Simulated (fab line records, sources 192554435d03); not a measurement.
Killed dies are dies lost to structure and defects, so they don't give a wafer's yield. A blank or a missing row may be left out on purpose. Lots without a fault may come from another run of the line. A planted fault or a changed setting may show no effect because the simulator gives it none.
fab line records | flow n5_finfet
record lots=10 wafers=29 last_day=16
route steps=1938 shown BEOL_M6@1261 BEOL_M7@1265 PASSIVATION@1936
lots that met no fault: from a run of the same line without faults
start_h: hours from the record's first day to the start of the lot's first wafer shown | wait_h: hours since the lot's step before | " the same as in the row above | L1.1+2: a row that stands for several wafers | - no value, or no start given | * or withheld: withheld | < > ~ a bound
route shown NAME@n: a module of which the file shows steps, and the number in the route of the first | usual: mean/standard deviation of fault-free wafers | same: alike in all rows | chamber/n: place in a boat | sites: the reading at each site | _std_site: their standard deviation | _edge_site: outer sites' mean less inner sites' | radius_mm: how far each site lies from the wafer's centre | mask NAME#n: copy n | behind: the tool/chamber that last shaped the wafer | hold: why the lot was held/for how many hours/how that ended | device: the transistor (n, p or np) that didn't switch | end of line: the same wafers' tests at the end of the route | a step without rows: its recipe alone | killed: dies lost to structure and defects at the first sort, not the wafer's yield | map: a wafer's dies, x killed, . not, _ none there
set.NAME: the setting as run; set.NAME@STEP: as run at that earlier step | model.NAME: the simulator's own value behind a step, which no gauge read
steps of the route over a sample of lots; a table a step, a row a wafer
services: from which hour (start_h, from the record's first day; less than 0 if before it) a tool's chamber was out of use, for how many hours, and why
## steps
# step N5_BEOL_M6_RS_MEAS_57
# recipe thk_meas_gauge=four-point-probe reads=Cu_of_BEOL_M6_ECD_50+Co_of_BEOL_M6_CVD_78+TaN_of_BEOL_M6_ALD_77
# usual M6_RS=0.288/0.0084
# columns lot.wafer tool chamber start_h wait_h M6_RS[ohm/sq]
L673.4 film_metro-02 - 197.19 0.1 0.280
L673.5 " - " " 0.299
L673.6 " - " " 0.278
L671.3 film_metro-02 - 197.43 0.1 0.273
L671.4 " - " " 0.279
L671.6 " - " " 0.279
L672.3 film_metro-01 - 198.88 0.1 0.281
L672.4 " - " " 0.309
L672.6 " - " " 0.281
L674.2 film_metro-02 - 212.47 0.1 0.300
L674.4 " - " " 0.284
L674.5 " - " " 0.284
L678.2 film_metro-02 - 228.58 0.1 0.285
L678.3 " - " " 0.281
L678.5 " - " " 0.289
L680.2 film_metro-01 - 252.79 0.1 0.289
L680.4 " - " " 0.298
L680.6 " - " " 0.285
L681.2 film_metro-01 - 258.95 0.1 0.296
L681.3 " - " " 0.294
L685.3 film_metro-02 - 277.54 0.1 0.274
L685.4 " - " " 0.280
L685.5 " - " " 0.289
L687.1 film_metro-02 - 291.14 0.1 0.283
L687.2 " - " " 0.282
L687.4 " - " " 0.277
L690.1 film_metro-01 - 308.90 0.1 0.288
L690.2 " - " " 0.282
L690.3 " - " " 0.287
# step N5_BEOL_M7_THK_MEAS_01
# recipe reads=SiCOH_lowk_of_BEOL_M7_ILD_DEP_00
# usual M7_ILD_THK=154.8/1.9
# columns lot.wafer tool chamber start_h wait_h M7_ILD_THK[nm]
L673.4 film_metro-02 - 197.85 0.2 153.8
L673.5 " - " " 155.0
L673.6 " - " " 157.4
L671.3 film_metro-01 - 198.07 0.3 152.8
L671.4 " - " " 156.6
L671.6 " - " " 156.4
L672.3 film_metro-02 - 199.52 0.3 152.9
L672.4 " - " " 154.6
L672.6 " - " " 157.7
L674.2 film_metro-01 - 213.13 0.4 153.9
L674.4 " - " " 155.5
L674.5 " - " " 155.1
L678.2 film_metro-02 - 229.23 0.4 156.3
L678.3 " - " " 155.5
L678.5 " - " " 156.9
L680.2 film_metro-02 - 253.53 0.4 154.5
L680.4 " - " " 156.3
L680.6 " - " " 156.2
L681.2 film_metro-01 - 259.59 0.4 154.5
L681.3 " - " " 153.0
L685.3 film_metro-01 - 278.42 0.3 155.6
L685.4 " - " " 156.6
L685.5 " - " " 154.9
L687.1 film_metro-02 - 291.78 0.4 151.7
L687.2 " - " " 152.9
L687.4 " - " " 153.5
L690.1 film_metro-02 - 309.54 0.4 154.1
L690.2 " - " " 156.2
L690.3 " - " " 154.3
# step N5_BEOL_M7_ETCH_62
# recipe chemistry=N2/H2 target=SOC target_depth_a=1100 overetch_a=220 mask_material=SiARC temp_c=40 time_s=165 ion_energy_ev=200 pressure_mtorr=30 source_w=840 bias_w=150 n2_flow_sccm=200 h2_flow_sccm=200
# usual chamber_pressure_mTorr=29.997/0.027 drypump_motor_current_A=5.8/0.53 oes_product_au=0.67/0.063 rf_fwd_power_W=836.6/2.7 rf_vpp_V=525.1/2.5 showerhead_plenum_p_Torr=2.59/0.083 temp_c=39.99/0.11 throttle_valve_pct=17.7/0.31
# columns lot.wafer tool chamber start_h wait_h chamber_pressure_mTorr drypump_motor_current_A oes_product_au rf_fwd_power_W rf_hours_counter_h rf_vpp_V showerhead_plenum_p_Torr temp_c throttle_valve_pct
L673.4 rie_diel-06 0 198.88 0.0 29.989 5.0 0.72 829.2 54 528.8 2.68 39.88 17.5
L673.5 " 2 " " 29.987 6.4 0.60 836.1 - 520.0 2.41 40.15 18.4
L673.6 " 1 " " 30.022 5.9 0.78 831.5 - 526.2 2.59 40.01 17.5
L671.3 rie_diel-01 0 199.08 0.0 30.044 6.7 0.64 838.1 174 526.4 2.63 39.92 17.7
L671.4 " 3 " " 29.998 5.7 0.70 839.4 69 522.6 2.47 39.85 17.6
L671.6 " 3 " " 29.987 5.8 0.71 839.5 - 520.5 2.48 40.01 17.6
L672.3 rie_diel-03 1 202.60 0.0 30.020 5.9 0.63 837.5 191 525.9 2.63 40.29 17.9
L672.4 " 2 " " 30.008 6.0 0.62 840.1 - 525.5 2.63 39.91 17.9
L672.6 " 1 " " 29.996 5.9 0.63 837.5 - 527.0 2.63 40.05 17.9
L674.2 rie_diel-06 2 215.15 0.0 30.006 6.4 0.60 836.1 209 519.2 2.41 39.96 18.4
L674.4 " 0 " " 29.974 5.0 0.72 837.5 59 527.8 2.68 39.77 17.5
L674.5 " 0 " " 29.975 5.0 0.71 833.6 - 528.2 2.68 39.79 17.5
L678.2 rie_diel-03 0 233.50 0.0 30.004 5.3 0.61 835.6 190 525.5 2.63 40.13 17.6
L678.3 " 2 " " 30.007 6.0 0.61 841.1 210 526.1 2.63 40.11 17.9
L678.5 " 2 " " 30.041 6.0 0.61 839.9 - 526.5 2.63 39.96 17.9
L680.2 rie_diel-01 0 257.39 0.0 30.004 6.7 0.62 834.8 191 526.2 2.63 39.91 17.7
L680.4 " 1 " " 30.022 5.0 0.71 835.3 - 527.6 2.70 40.05 17.7
L680.6 " 0 " " 30.007 6.7 0.62 837.8 - 527.6 2.63 39.98 17.8
L681.2 rie_diel-06 2 262.26 0.0 30.008 6.4 0.59 837.3 225 521.6 2.40 40.08 18.4
L681.3 " 0 " " 29.979 5.0 0.71 1031.3 75 491.4 2.67 39.99 17.5
L685.3 rie_diel-03 0 281.22 0.0 29.981 5.3 0.60 838.1 207 526.1 2.62 40.15 17.6
L685.4 " 2 " " 29.980 6.0 0.60 839.9 229 524.9 2.62 39.99 18.0
L685.5 " 1 " " 29.971 5.9 0.61 832.5 - 526.0 2.62 39.86 18.0
L687.1 rie_diel-03 0 293.03 0.0 29.979 5.3 0.60 839.8 211 526.4 2.62 39.95 17.6
L687.2 " 3 " " 30.016 5.7 0.74 835.5 38 524.1 2.60 40.14 17.8
L687.4 " 1 " " 29.995 5.9 0.61 838.0 224 526.9 2.61 40.11 18.0
L690.1 rie_diel-03 0 311.85 0.0 30.008 5.3 0.60 833.1 217 525.3 2.62 40.02 17.6
L690.2 " 1 " " 29.976 5.9 0.60 836.3 230 524.5 2.61 39.92 18.0
L690.3 " 2 " " 30.015 6.0 0.59 839.0 239 525.4 2.61 40.02 18.0
# step N5_BEOL_M7_STRIP_19
# recipe chemistry=O2 power_w=400 temp_c=40 pressure_mtorr=30 rf_frequency_hz=6e+07 bias_power_w=0 overash_fraction=0.2 o2_flow_sccm=225
# usual chamber_pressure_mTorr=30.00/0.035 drypump_motor_current_A=5.8/0.51 oes_product_au=0.79/0.077 rf_vpp_V=3.7/0.61 showerhead_plenum_p_Torr=2.14/0.071 temp_c=40.02/0.12 throttle_valve_pct=16.61/0.3
# columns lot.wafer tool chamber start_h wait_h chamber_pressure_mTorr drypump_motor_current_A oes_product_au rf_hours_counter_h rf_vpp_V showerhead_plenum_p_Torr temp_c throttle_valve_pct
L673.4 rie_diel-03 1 199.31 0.2 29.99 5.9 0.74 190 3.6 2.18 40.00 16.78
L673.5 " 2 " " 29.99 6.0 0.73 - 2.6 2.17 39.91 16.75
L673.6 " 1 " " 29.99 5.9 0.73 - 4.0 2.18 39.92 16.82
L671.3 rie_diel-01 1 199.38 0.1 29.99 5.0 0.87 40 2.8 2.22 40.04 16.51
L671.4 " 2 " " 30.04 5.4 0.68 235 3.6 2.16 40.08 16.84
L671.6 " 0 " " 30.01 6.7 0.75 - 4.1 2.17 39.95 16.59
L672.3 rie_diel-03 2 202.93 0.1 29.97 6.0 0.73 - 3.4 2.17 40.05 16.78
L672.4 " 1 " " 29.96 5.9 0.74 - 4.0 2.17 40.02 16.83
L672.6 " 2 " " 29.95 6.0 0.72 - 4.8 2.17 40.02 16.75
L674.2 rie_diel-01 1 215.45 0.1 29.87 5.0 0.85 44 3.3 2.22 39.96 16.54
L674.4 " 2 " " 30.02 5.4 0.68 239 3.3 2.16 39.88 16.87
L674.5 " 2 " " 30.00 5.4 0.67 - 3.5 2.16 40.01 16.87
L678.2 rie_diel-03 0 233.92 0.2 30.01 5.2 0.71 190 3.7 2.18 40.10 16.46
L678.3 " 1 " " 30.00 5.9 0.73 205 4.5 2.17 39.73 16.82
L678.5 " 1 " " 29.99 5.9 0.73 - 3.0 2.17 40.09 16.82
L680.2 rie_diel-01 1 257.70 0.1 29.96 5.0 0.84 57 3.2 2.22 40.22 16.54
L680.4 " 1 " " 29.98 5.0 0.85 - 3.6 2.22 39.99 16.53
L680.6 " 3 " " 29.98 5.7 0.81 - 3.6 2.03 40.10 16.46
L681.2 rie_diel-06 3 262.65 0.2 30.01 6.2 0.88 48 3.0 2.13 40.21 16.09
L681.3 " 2 " " 29.97 6.4 0.71 225 3.8 1.99 40.01 17.22
L685.3 rie_diel-06 1 281.53 0.1 30.05 5.9 0.87 40 2.7 2.13 39.82 16.38
L685.4 " 3 " " 29.99 6.2 0.85 55 4.8 2.12 40.05 16.09
L685.5 " 3 " " 29.95 6.2 0.86 - 4.2 2.12 40.16 16.08
L687.1 rie_diel-03 3 293.32 0.1 30.01 5.8 0.87 38 3.6 2.14 39.96 16.55
L687.2 " 0 " " 30.03 5.2 0.71 211 3.6 2.17 39.98 16.52
L687.4 " 1 " " 30.00 5.9 0.72 224 3.1 2.16 39.88 16.86
L690.1 rie_diel-01 2 312.15 0.1 30.00 5.4 0.93 11 2.9 2.15 40.12 16.49
L690.2 " 3 " " 30.02 5.7 0.80 104 4.4 2.02 40.05 16.51
L690.3 " 0 " " 30.01 6.7 0.72 212 3.4 2.16 39.91 16.67
# step N5_PASSIVATION_PROBE_49
# usual defect_limited_yield=91.3/1.3 killed_at_M0_to_M3=32/11 killed_at_M4_up=15/5.6 killed_at_contacts=12/6 killed_at_front_end=40/11 killed_at_other=3.5/2.6 killed_dies=102/15 killed_open=67/12 killed_short=34/7.3 sort_bin_5_function=5.1/0.85 sort_bin_6_memory=3.2/0.61 sort_n_pass=1078/15 sort_yield_pct=91.3/1.3
# same gross_dies=1180 killed_at_back_side=0 sort_bin_4_leakage[%]=0 sort_bin_8_speed[%]=0
# columns lot.wafer tool chamber start_h wait_h defect_limited_yield[%] killed_at_M0_to_M3 killed_at_M4_up killed_at_contacts killed_at_front_end killed_at_other killed_dies killed_open killed_short sort_bin_5_function[%] sort_bin_6_memory[%] sort_n_pass sort_yield_pct[%]
L681.2 prober-02 - 331.04 0.1 88.7 44 25 12 49 3 133 99 31 5.8 5.3 1047 88.7
L681.3 prober-02 - 331.09 0.1 85.7 73 22 2 65 7 169 107 61 8.1 5.4 1011 85.7
L685.3 prober-02 - 351.41 0.1 92.5 31 9 8 33 7 88 49 39 4.9 2.3 1092 92.5
L685.4 prober-02 - 351.46 0.2 92.5 43 11 4 29 1 88 54 32 4.1 3.1 1092 92.5
L685.5 prober-02 - 351.51 0.2 92.5 40 11 4 33 1 89 49 31 4.7 2.6 1091 92.5
# killed by level:class
L681.2 STI_FIN_REVEAL:geometric_particle:open=20 BEOL_M0_SAQP:geometric_particle:open=11 MOL_CONTACT_COAG:geometric_particle:open=10 BEOL_M4:geometric_particle:open=10 BEOL_M2:geometric_particle:open=8 FIN_SAQP:geometric_particle:open=7 BEOL_M0_SAQP:geometric_particle:short=7 BEOL_M1:geometric_particle:open=7
L681.3 STI_FIN_REVEAL:geometric_particle:open=18 BEOL_M0_SAQP:geometric_particle:short=17 BEOL_M0_SAQP:geometric_particle:open=15 BEOL_M4:geometric_particle:open=14 FIN_SAQP:geometric_particle:short=9 BEOL_M3:geometric_particle:open=9 BEOL_M1:geometric_particle:open=9 FIN_SAQP:geometric_particle:open=8
L685.3 BEOL_M0_SAQP:geometric_particle:short=11 FIN_SAQP:geometric_particle:open=10 BEOL_M0_SAQP:geometric_particle:open=8 MOL_CONTACT_COAG:geometric_particle:open=6 FIN_SAQP:geometric_particle:short=5 GATE_CUT:geometric_particle:short=5 STI_FIN_REVEAL:geometric_particle:open=4 BEOL_M3:geometric_particle:open=4
L685.4 BEOL_M0_SAQP:geometric_particle:open=15 BEOL_M0_SAQP:geometric_particle:short=15 STARTING-WAFER:geometric_particle:open=8 FIN_SAQP:geometric_particle:open=5 BEOL_M4:geometric_particle:open=5 DUMMY_GATE:geometric_particle:open=4 BEOL_M3:geometric_particle:open=4 FIN_SAQP:geometric_particle:short=3
L685.5 GATE_CUT:geometric_particle:short=13 BEOL_M0_SAQP:geometric_particle:open=10 BEOL_M3:geometric_particle:open=9 BEOL_M0_SAQP:geometric_particle:short=6 BEOL_M1:geometric_particle:open=5 BEOL_M0_CUTY:coat_microbubble_printed=4 GATE_CUT:geometric_particle:open=3 MOL_CONTACT_COAG:geometric_particle:open=3
## services
# columns tool chamber start_h hours kind
rie_diel-06 2 178.70 3.8 repair
rie_diel-01 0 184.02 9.1 repair
rie_diel-01 2 185.47 12.7 repair
rie_diel-03 3 194.87 4.1 repair
rie_diel-03 3 202.36 63.7 repair
rie_diel-06 1 228.58 18.5 repair
rie_diel-01 2 252.57 - clean
rie_diel-01 2 252.57 - consumable_replace:focus_ring
rie_diel-01 2 252.57 22.7 scheduled_down
rie_diel-01 2 252.57 22.7 vent_cycle
rie_diel-03 1 262.53 4.8 repair
rie_diel-01 3 277.69 5.4 repair
## key
first_sign step=N5_BEOL_M7_ETCH_62 reading=rf_fwd_power_W direction=up sigmas=72 usual=* struck=*
effect step=N5_BEOL_M7_ETCH_62 reading=rf_vpp_V direction=down sigmas=14 usual=525.1 struck=491.4
met_at N5_BEOL_M7_ETCH_62
struck_lots L681
struck_wafers L681.3
not_acting_at N5_BEOL_M6_RS_MEAS_57,N5_BEOL_M7_THK_MEAS_01,N5_BEOL_M7_STRIP_19
onset_between 215.15 262.26
fault kind=process_parameter_drift tool=rie_diel-06 chamber=0 onset_h=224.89 steps=N5_BEOL_M7_ETCH_62 channel=source_w offset=201.6 shape=step acts_in=these_recipes_only stated=840
